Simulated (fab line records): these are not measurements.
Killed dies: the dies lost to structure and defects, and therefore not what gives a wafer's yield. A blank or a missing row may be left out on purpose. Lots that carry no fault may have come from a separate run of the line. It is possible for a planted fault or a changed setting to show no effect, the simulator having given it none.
Which tool is to blame?	flow n5_finfet	33 wafers sampled from 11 lots at 1 step of a route of 1938

WHAT THE GAUGES READ, wafer by wafer
N5_BEOL_M6_CD_MEAS_35: target cd 40 nm, target cd y 28 nm. Usual: cd_nm at 39.9 nm, with a standard deviation of 0.53.
lot	measured	on	cd_nm (nm)	flag
L676	day 8 19:37	cd_sem-03	40.8 40.7 40.5	
L677	day 8 22:46	cd_sem-03	39.2 40.2 39.7	
L679	day 8 23:10	cd_sem-01	40.4 40.4 39.9	
L680	day 10 04:49	cd_sem-03	40.1 38.7 40.1	
L683	day 10 08:47	cd_sem-01	39.3 40.1 39.9	
L686	day 10 20:31	cd_sem-01	39.0 39.6 39.4	
L687	day 11 11:14	cd_sem-03	40.1 39.9 40.2	
L688	day 11 14:29	cd_sem-03	39.5 39.2 40.0	
L692	day 12 10:25	cd_sem-01	39.7 40.6 39.2	
L691	day 12 17:23	cd_sem-01	40.2 40.7 40.6	
L694	day 13 02:14	cd_sem-01	39.8 39.6 39.5	

EACH LOT AND THE TOOL THAT RAN IT (in order: tool; ch and the chambers of the sampled wafers; start)
Record: no process step prior to these readings.

AS READ BY THE TOOLS THEMSELVES (means over the sampled wafers that have a number; for cases with no such wafer, the mark the record gives instead)
The record holds no such reading with a usual standard deviation.

THE ANSWER, worked out from the rows above alone
Rule: lot off if the mean of its wafers having a number is beyond 3 standard deviations from the usual mean. Also off: a lot with no number at a reading for which 4 or more lots have one. Where the step has rows for the other lots, those lots are counted as sound. Order of review: gauges by route order, followed by the tools' own readings, for which a lot's mean as printed above is used. At the first step where some lot is off, the reading lying furthest off is the one used; lots without a number count as furthest.
Nothing can be told from this: no lot is off at any reading shown.

WHAT THE SIMULATOR PUT IN
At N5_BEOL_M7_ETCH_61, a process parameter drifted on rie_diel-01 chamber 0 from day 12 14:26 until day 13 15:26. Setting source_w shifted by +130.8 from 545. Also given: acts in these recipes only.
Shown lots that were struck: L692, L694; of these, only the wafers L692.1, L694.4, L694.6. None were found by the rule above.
